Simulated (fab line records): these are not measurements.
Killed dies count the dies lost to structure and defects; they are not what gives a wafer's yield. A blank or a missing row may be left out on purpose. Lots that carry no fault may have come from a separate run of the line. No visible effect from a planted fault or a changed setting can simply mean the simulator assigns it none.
Which tool is to blame? | flow n5 finfet | 13 lots, 37 wafers sampled, at 4 steps of a route of 1938

== WHAT EACH GAUGE READ, for each wafer ==
N5_BEOL_M6_OCD_MEAS_38.
lot  | measured     | on     | trench depth nm (nm)
L381 | day 8 17:38  | ocd-01 | 89.7 94.0 89.8
L382 | day 9 07:22  | ocd-01 | 91.9 95.5
L384 | day 9 09:04  | ocd-01 | 95.4 90.4 94.7
L385 | day 9 14:56  | ocd-02 | 98.1 95.4 90.6
L386 | day 10 00:33 | ocd-01 | 94.4 97.3 90.9
L387 | day 10 07:24 | ocd-02 | 95.4 89.1 92.7
L392 | day 11 07:50 | ocd-01 | 97.3 95.4 97.7
L394 | day 11 20:28 | ocd-02 | 96.1 91.1 96.1
L399 | day 13 06:28 | ocd-01 | 90.1 95.3 95.6
L402 | day 13 21:25 | ocd-02 | 93.3 91.0 94.6
L398 | day 13 23:32 | ocd-01 | 94.6 99.0
L403 | day 14 15:35 | ocd-02 | 91.2 93.1 90.8
L404 | day 14 16:59 | ocd-01 | 92.0 94.9 88.6

N5_BEOL_M6_RS_MEAS_57: a four-point-probe measurement.
lot  | measured     | on            | M6_RS (ohm/sq)
L381 | day 8 20:49  | film metro-02 | 0.311 0.287 0.313
L382 | day 9 10:35  | film metro-01 | 0.301 0.281
L384 | day 9 11:23  | film metro-01 | 0.295 0.310 0.288
L385 | day 9 17:29  | film metro-01 | 0.280 0.281 0.317
L386 | day 10 05:28 | film metro-02 | 0.276 0.280 0.309
L387 | day 10 14:29 | film metro-01 | 0.274 0.305 0.289
L392 | day 11 10:32 | film metro-01 | 0.272 0.276 0.264
L394 | day 11 23:41 | film metro-01 | 0.280 0.306 0.284
L399 | day 13 11:01 | film metro-02 | 0.304 0.280 0.282
L402 | day 14 00:07 | film metro-02 | 0.290 0.301 0.288
L398 | day 14 06:02 | film metro-02 | 0.299 0.279
L403 | day 14 18:36 | film metro-01 | 0.298 0.304 0.315
L404 | day 14 19:46 | film metro-01 | 0.298 0.290 0.315

== TOOL THAT RAN EACH LOT (tool first, then ch and the chambers of the sampled wafers, then the start) ==
lot  | N5_BEOL_M6_CURE_75            | N5_BEOL_M6_SPUTTER_48
L381 | uv cure-02 ch 2, day 8 17:50  | pvd sputter-01, day 8 19:53
L382 | uv cure-02 ch 2, day 9 07:46  | pvd sputter-03, day 9 08:49
L384 | uv cure-02 ch 0, day 9 09:18  | pvd sputter-03, day 9 10:24
L385 | uv cure-02 ch 2, day 9 15:19  | pvd sputter-01, day 9 16:32
L386 | uv cure-02 ch 1, day 10 00:48 | pvd sputter-02, day 10 03:13
L387 | uv cure-01 ch 0, day 10 07:35 | pvd sputter-03, day 10 09:11
L392 | uv cure-02 ch 1, day 11 08:01 | pvd sputter-01, day 11 09:16
L394 | uv cure-02 ch 1, day 11 20:42 | pvd sputter-03, day 11 21:52
L399 | uv cure-03 ch 0, day 13 06:51 | pvd sputter-01, day 13 10:05
L402 | uv cure-01 ch 0, day 13 21:48 | pvd sputter-01, day 13 23:07
L398 | uv cure-02 ch 1, day 14 02:34 | pvd sputter-01, day 14 04:48
L403 | uv cure-01 ch 1, day 14 15:51 | pvd sputter-01, day 14 17:40
L404 | uv cure-02 ch 2, day 14 17:20 | pvd sputter-02, day 14 18:40
- N5_BEOL_M6_CURE_75: cures SiCOH lowk, time 120 s.
- N5_BEOL_M6_SPUTTER_48: material Cu, target thk 10 nm, time 1.667 s.

== AS READ BY THE TOOLS THEMSELVES (means over the sampled wafers that have a number; for cases with no such wafer, the mark the record gives instead) ==
N5_BEOL_M6_CURE_75.
lot  | tool       | lamp power pct (%) | wafer_temp_C_max
L381 | uv cure-02 | 52.32              | 371.8
L382 | uv cure-02 | 52.32              | 371.8
L384 | uv cure-02 | 52.31              | 371.9
L385 | uv cure-02 | 52.32              | 371.7
L386 | uv cure-02 | 52.33              | 371.6
L387 | uv cure-01 | 52.31              | 371.3
L392 | uv cure-02 | 52.34              | 372.0
L394 | uv cure-02 | 52.30              | 371.6
L399 | uv cure-03 | 52.33              | 370.7
L402 | uv cure-01 | 52.31              | 371.6
L398 | uv cure-02 | 52.31              | 371.5
L403 | uv cure-01 | 52.28              | 371.1
L404 | uv cure-02 | 52.34              | 371.9

N5_BEOL_M6_SPUTTER_48.
lot  | tool           | cathode dc power W (W) | chuck gas flow sccm (sccm) | throttle valve pct (%)
L381 | pvd sputter-01 | 26000                  | 1.26                       | 29.9
L382 | pvd sputter-03 | 26008                  | 1.23                       | 30.5
L384 | pvd sputter-03 | 26003                  | 1.28                       | 30.4
L385 | pvd sputter-01 | 25999                  | 1.25                       | 29.5
L386 | pvd sputter-02 | 25994                  | 1.32                       | 29.7
L387 | pvd sputter-03 | 26004                  | 1.28                       | 30.2
L392 | pvd sputter-01 | 25994                  | 1.24                       | 29.3
L394 | pvd sputter-03 | 24958                  | 1.29                       | 31.4
L399 | pvd sputter-01 | 26003                  | 1.28                       | 30.0
L402 | pvd sputter-01 | 25999                  | 1.22                       | 29.1
L398 | pvd sputter-01 | 25998                  | 1.21                       | 30.3
L403 | pvd sputter-01 | 25999                  | 1.22                       | 29.3
L404 | pvd sputter-02 | 26002                  | 1.27                       | 30.6

== THE ANSWER, worked out from the rows above alone ==
Rule: what is usual is taken from the lots themselves. Put in order of their means at a reading, lots are off if they are a third of the lots or fewer, leave a main group of 4 or more, and stand apart from it by a gap of 3 or more times the standard deviation of the main group's means; of several such gaps the widest counts. Not used: any main group whose means are identical at the precision the tables above print for the reading. Also off: a lot with no number at a reading for which 4 or more lots have one. Any other lot the step has rows for is counted as sound. After the gauges, taken in route order, come the tools' own readings; for these a lot's mean is taken, as printed above. At the first step where some lot is off, the reading lying furthest off is the one used; lots without a number count as furthest.
Off at N5_BEOL_M6_SPUTTER_48 (cathode dc power W): L394. The main group has a mean of 26000 W with a standard deviation of 3.9.
A tool fits if, at that step or a process step before it, it ran every lot that is off, and no sound lot after the first of them. One fits: pvd sputter-03 at N5_BEOL_M6_SPUTTER_48. Its last sound lot is L387 (day 10 09:11), its first lot that is off L394 (day 11 21:52): a fault that began between those two fits.
The tool's own readings at N5_BEOL_M6_SPUTTER_48 bear it out: on the lots that are off they differ by more than 5 times the standard deviation of the sound lots' means. cathode dc power W reads 24958 W there against 26000 W on the sound lots.

== WHAT HAD BEEN PUT IN BY THE SIMULATOR ==
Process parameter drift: pvd sputter-03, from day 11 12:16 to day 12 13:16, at N5_BEOL_M6_SPUTTER_48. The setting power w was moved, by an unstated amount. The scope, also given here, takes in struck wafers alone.
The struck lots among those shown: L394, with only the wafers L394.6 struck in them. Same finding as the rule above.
